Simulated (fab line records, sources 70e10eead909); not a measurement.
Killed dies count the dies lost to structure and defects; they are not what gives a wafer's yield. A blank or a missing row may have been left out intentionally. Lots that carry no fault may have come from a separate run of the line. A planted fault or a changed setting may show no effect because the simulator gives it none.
Chamber matching :: flow nand harc :: NHARC_A_CONTACT_DESCUM_47 on rie diel-04 has 4 sister chambers
The step chemistry O2, time 3 s. 4 wafers are shown with their chamber, then 7 later ones without.

## WAFERS, EACH WITH ITS CHAMBER
wafer: L713.2
chamber: 0
drypump motor current A (A): 5.8

wafer: L713.4
chamber: 3
drypump motor current A (A): 5.1

wafer: L714.1
chamber: 1
drypump motor current A (A): 5.5

wafer: L714.3
chamber: 2
drypump motor current A (A): 5.8

## WAFERS WHOSE CHAMBER IS MISSING
wafer: L714.6
drypump motor current A (A): 5.9

wafer: L725.3
drypump motor current A (A): 5.8

wafer: L725.4
drypump motor current A (A): 5.8

wafer: L725.6
drypump motor current A (A): 5.1

wafer: L728.1
drypump motor current A (A): 5.8

wafer: L728.3
drypump motor current A (A): 5.1

wafer: L728.6
drypump motor current A (A): 5.8

## WHICH CHAMBER EACH WENT THROUGH
wafer: L714.6
from the rows above: can't be placed: 0 or 2
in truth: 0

wafer: L725.3
from the rows above: can't be placed: 0 or 2
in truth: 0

wafer: L725.4
from the rows above: can't be placed: 0 or 2
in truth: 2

wafer: L725.6
from the rows above: 3
in truth: 3

wafer: L728.1
from the rows above: can't be placed: 0 or 2
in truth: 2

wafer: L728.3
from the rows above: 3
in truth: 3

wafer: L728.6
from the rows above: can't be placed: 0 or 2
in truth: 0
Correctly placed: 2 of 7. Unplaceable from these rows: 5, with the true chamber sitting among the candidates in 5. Wrongly placed: 0.
How it was worked out, from the rows above alone: a wafer's distance from a chamber is the root of the sum, over the readings, of the square of ((its reading less the chamber's mean) divided by the reading's scatter). The wafer belongs to the nearest chamber; if the next one is less than 2 further off, it can't be placed. Each chamber's mean is taken over the wafers shown for it. The scatter: root of mean squared gap, hidden wafer to nearest shown wafer, with one shown wafer a chamber.
